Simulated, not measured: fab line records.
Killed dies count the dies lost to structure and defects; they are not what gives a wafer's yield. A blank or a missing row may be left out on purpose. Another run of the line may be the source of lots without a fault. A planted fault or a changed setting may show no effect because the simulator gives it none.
Matching of chambers :: flow nand harc :: NHARC_A_STAIRCASE_DESCUM_11 on rie diel-02 has 4 sister chambers
The step chemistry O2, time 3 s. 16 wafers are shown with their chamber, then 8 later ones without.

WAFERS, EACH WITH ITS CHAMBER
wafer: L075.1
chamber: 0
drypump motor current A (A): 5.5
showerhead plenum p Torr (Torr): 1.89
oes product au (a.u.): 1.007

wafer: L075.4
chamber: 2
drypump motor current A (A): 6.1
showerhead plenum p Torr (Torr): 1.91
oes product au (a.u.): 1.003

wafer: L075.5
chamber: 0
drypump motor current A (A): 5.5
showerhead plenum p Torr (Torr): 1.89
oes product au (a.u.): 1.001

wafer: L076.2
chamber: 3
drypump motor current A (A): 5.4
showerhead plenum p Torr (Torr): 2.00
oes product au (a.u.): 1.018

wafer: L076.3
chamber: 2
drypump motor current A (A): 6.1
showerhead plenum p Torr (Torr): 1.91
oes product au (a.u.): 1.008

wafer: L076.5
chamber: 1
drypump motor current A (A): 5.5
showerhead plenum p Torr (Torr): 1.86
oes product au (a.u.): 0.984

wafer: L082.1
chamber: 3
drypump motor current A (A): 5.4
showerhead plenum p Torr (Torr): 1.99
oes product au (a.u.): 1.026

wafer: L082.4
chamber: 2
drypump motor current A (A): 6.1
showerhead plenum p Torr (Torr): 1.90
oes product au (a.u.): 1.009

wafer: L082.6
chamber: 1
drypump motor current A (A): 5.5
showerhead plenum p Torr (Torr): 1.86
oes product au (a.u.): 0.987

wafer: L080.3
chamber: 3
drypump motor current A (A): 5.4
showerhead plenum p Torr (Torr): 1.99
oes product au (a.u.): 1.014

wafer: L080.4
chamber: 1
drypump motor current A (A): 5.5
showerhead plenum p Torr (Torr): 1.86
oes product au (a.u.): 0.981

wafer: L080.6
chamber: 1
drypump motor current A (A): 5.5
showerhead plenum p Torr (Torr): 1.86
oes product au (a.u.): 0.989

wafer: L083.1
chamber: 3
drypump motor current A (A): 5.4
showerhead plenum p Torr (Torr): 1.99
oes product au (a.u.): 1.033

wafer: L083.3
chamber: 0
drypump motor current A (A): 5.5
showerhead plenum p Torr (Torr): 1.89
oes product au (a.u.): 1.013

wafer: L083.6
chamber: 3
drypump motor current A (A): 5.4
showerhead plenum p Torr (Torr): 1.99
oes product au (a.u.): 1.012

wafer: L088.2
chamber: 0
drypump motor current A (A): 5.4
showerhead plenum p Torr (Torr): 1.88
oes product au (a.u.): 1.003

SIGNATURES, as means of the wafers listed above
reading: drypump motor current A
chamber 0: 5.475
chamber 1: 5.500
chamber 2: 6.100
chamber 3: 5.400
scatter within a chamber: 0.025

reading: showerhead plenum p Torr
chamber 0: 1.8875
chamber 1: 1.8600
chamber 2: 1.9067
chamber 3: 1.9920
scatter within a chamber: 0.0043

reading: oes product au
chamber 0: 1.00600
chamber 1: 0.98525
chamber 2: 1.00667
chamber 3: 1.02060
scatter within a chamber: 0.00611
Rule: for a wafer and a chamber, the distance is found by dividing, reading by reading, the gap between the wafer's reading and the chamber's mean by the reading's scatter, squaring, summing and taking the root. The wafer belongs to the nearest chamber; if the next one is less than 2 further off, it can't be placed. The scatter: the root of (the sum of the squares of (reading less its chamber's mean) over the shown wafers, divided by (wafers less chambers)).

WAFERS MISSING THEIR CHAMBER
wafer: L088.4
drypump motor current A (A): 5.5
showerhead plenum p Torr (Torr): 1.85
oes product au (a.u.): 0.989

wafer: L088.5
drypump motor current A (A): 5.4
showerhead plenum p Torr (Torr): 1.99
oes product au (a.u.): 1.011

wafer: L092.1
drypump motor current A (A): 5.4
showerhead plenum p Torr (Torr): 1.88
oes product au (a.u.): 0.984

wafer: L092.5
drypump motor current A (A): 5.3
showerhead plenum p Torr (Torr): 1.99
oes product au (a.u.): 1.005

wafer: L092.6
drypump motor current A (A): 6.1
showerhead plenum p Torr (Torr): 1.90
oes product au (a.u.): 0.987

wafer: L097.2
drypump motor current A (A): 6.1
showerhead plenum p Torr (Torr): 1.89
oes product au (a.u.): 0.989

wafer: L097.3
drypump motor current A (A): 5.5
showerhead plenum p Torr (Torr): 1.85
oes product au (a.u.): 0.979

wafer: L097.4
drypump motor current A (A): 5.4
showerhead plenum p Torr (Torr): 1.88
oes product au (a.u.): 0.985

EACH ONE'S CHAMBER
wafer: L088.4
from the rows above: 1
in truth: 1

wafer: L088.5
from the rows above: 3
in truth: 3

wafer: L092.1
from the rows above: can't be placed: 0 or 1
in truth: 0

wafer: L092.5
from the rows above: 3
in truth: 3

wafer: L092.6
from the rows above: 2
in truth: 2

wafer: L097.2
from the rows above: 2
in truth: 2

wafer: L097.3
from the rows above: 1
in truth: 1

wafer: L097.4
from the rows above: can't be placed: 0 or 1
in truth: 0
Correctly placed: 6 of 8. These rows do not allow placing 2 (true chamber among the candidates in 2). Wrongly placed: 0.
